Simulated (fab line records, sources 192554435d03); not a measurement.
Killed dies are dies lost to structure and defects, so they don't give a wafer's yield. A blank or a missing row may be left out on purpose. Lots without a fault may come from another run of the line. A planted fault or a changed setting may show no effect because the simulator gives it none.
Which tool did it? | flow n5_finfet | 24 lots, 72 wafers sampled, at 2 steps of a route of 1938

WHAT THE GAUGES READ, wafer by wafer
N5_WELL_APT_CD_MEAS_25: target cd 200 nm. Usual: cd_nm 200.8 nm, standard deviation 2.
lot  | measured    | on        | cd_nm (nm)        | flag
L074 | day 1 15:07 | cd_sem-01 | 202.7 201.8 198.1 |
L075 | day 1 21:12 | cd_sem-01 | 200.2 198.4 200.0 |
L076 | day 2 03:02 | cd_sem-01 | 196.9 200.0 201.5 |
L077 | day 2 09:24 | cd_sem-02 | 201.2 201.7 196.6 |
L078 | day 2 15:17 | cd_sem-02 | 203.5 203.1 201.3 |
L079 | day 2 20:47 | cd_sem-03 | 199.2 200.1 202.6 |
L080 | day 3 02:50 | cd_sem-02 | 198.6 200.9 198.6 |
L081 | day 3 08:59 | cd_sem-01 | 203.9 203.2 203.2 |
L082 | day 3 15:11 | cd_sem-03 | 199.4 197.6 197.9 |
L083 | day 3 20:50 | cd_sem-01 | 198.5 201.3 199.1 |
L084 | day 4 03:14 | cd_sem-02 | 202.8 199.1 200.2 |
L085 | day 4 09:20 | cd_sem-03 | 197.7 201.4 199.4 |
L086 | day 4 15:21 | cd_sem-02 | 195.5 197.3 201.0 |
L087 | day 4 21:20 | cd_sem-02 | 199.9 200.4 200.9 |
L088 | day 5 03:07 | cd_sem-01 | 199.1 201.0 199.0 |
L089 | day 5 08:56 | cd_sem-02 | 198.0 200.5 201.1 |
L090 | day 5 15:40 | cd_sem-01 | 201.8 204.6 203.0 |
L091 | day 5 21:08 | cd_sem-02 | 206.4 202.4 203.5 |
L092 | day 6 03:52 | cd_sem-02 | 202.2 199.3 203.8 |
L093 | day 6 09:55 | cd_sem-03 | 203.4 203.1 203.5 |
L094 | day 6 15:17 | cd_sem-01 | 199.6 200.4 200.5 |
L095 | day 6 20:51 | cd_sem-01 | 202.6 198.8 201.8 |
L096 | day 7 03:05 | cd_sem-03 | 202.8 199.9 199.8 |
L097 | day 7 09:10 | cd_sem-03 | 205.2 202.7 203.4 |

WHICH TOOL RAN EACH LOT (tool, then ch and the chambers of the sampled wafers, then the start)
lot  | N5_ZERO_LAYER_PECVD_02
L074 | pecvd-04 ch 0,1,2, day 1 12:20
L075 | pecvd-03 ch 0,1,2, day 1 18:18
L076 | pecvd-04 ch 0,2, day 2 00:17
L077 | pecvd-04 ch 0,2, day 2 06:17
L078 | pecvd-02 ch 0,1, day 2 12:17
L079 | pecvd-04 ch 0,1,2, day 2 18:17
L080 | pecvd-03 ch 1,2, day 3 00:18
L081 | pecvd-04 ch 0,1, day 3 06:17
L082 | pecvd-02 ch 0,2, day 3 12:19
L083 | pecvd-04 ch 0,1, day 3 18:17
L084 | pecvd-02 ch 0,2, day 4 00:18
L085 | pecvd-04 ch 0,1, day 4 06:18
L086 | pecvd-03 ch 0,1,2, day 4 12:17
L087 | pecvd-04 ch 0,2, day 4 18:19
L088 | pecvd-02 ch 0,1, day 5 00:19
L089 | pecvd-04 ch 0,1,2, day 5 06:19
L090 | pecvd-03 ch 0,1,2, day 5 12:18
L091 | pecvd-04 ch 0,1,2, day 5 18:17
L092 | pecvd-04 ch 1,2, day 6 00:18
L093 | pecvd-03 ch 0,2, day 6 06:18
L094 | pecvd-02 ch 0,1,2, day 6 12:18
L095 | pecvd-02 ch 0,1, day 6 18:17
L096 | pecvd-03 ch 0,2, day 7 00:17
L097 | pecvd-03 ch 0,1,2, day 7 06:17
- N5_ZERO_LAYER_PECVD_02: deposits SiO2 from SiH4/N2O, target thk 10 nm, time 6 s.

WHAT THE TOOLS THEMSELVES READ (means of the sampled wafers that have a number; where no wafer has one, the mark that the record gives instead)
N5_ZERO_LAYER_PECVD_02. Usual: heater_power_w 782 W, standard deviation 120; showerhead_plenum_p_Torr 8.11 Torr, standard deviation 0.082.
lot  | tool     | heater_power_w (W) | showerhead_plenum_p_Torr (Torr) | flag
L074 | pecvd-04 | 808                | 8.11                            |
L075 | pecvd-03 | 744                | 8.15                            |
L076 | pecvd-04 | 708                | 8.15                            |
L077 | pecvd-04 | 744                | 8.16                            |
L078 | pecvd-02 | 854                | 8.11                            |
L079 | pecvd-04 | 803                | 8.11                            |
L080 | pecvd-03 | 827                | 8.14                            |
L081 | pecvd-04 | 905                | 8.07                            |
L082 | pecvd-02 | 827                | 7.99                            |
L083 | pecvd-04 | 894                | 8.07                            |
L084 | pecvd-02 | 901                | 8.06                            |
L085 | pecvd-04 | 820                | 8.13                            |
L086 | pecvd-03 | 712                | 8.14                            |
L087 | pecvd-04 | 723                | 8.14                            |
L088 | pecvd-02 | 763                | 8.13                            |
L089 | pecvd-04 | 818                | 8.10                            |
L090 | pecvd-03 | 697                | 8.15                            |
L091 | pecvd-04 | 800                | 8.11                            |
L092 | pecvd-04 | 771                | 8.09                            |
L093 | pecvd-03 | 721                | 8.09                            |
L094 | pecvd-02 | 863                | 8.05                            |
L095 | pecvd-02 | 905                | 8.13                            |
L096 | pecvd-03 | 729                | 8.09                            |
L097 | pecvd-03 | 718                | 8.15                            |

THE ANSWER, worked out from the rows above alone
Rule: a lot is off if the mean of its wafers that have a number lies more than 3 standard deviations from the usual mean. A lot without any number at a reading at which 4 lots or more have one is off too. The other lots that the step has rows for count as sound. The gauges are gone through in route order, then the tools' own readings, and for those a lot's mean is taken as printed above. The first step at which some lot is off is used, and at that step the reading that is off furthest; a lot without a number counts as furthest.
No lot is off at any reading shown: from this, nothing can be told.

WHAT THE SIMULATOR HAD PUT IN
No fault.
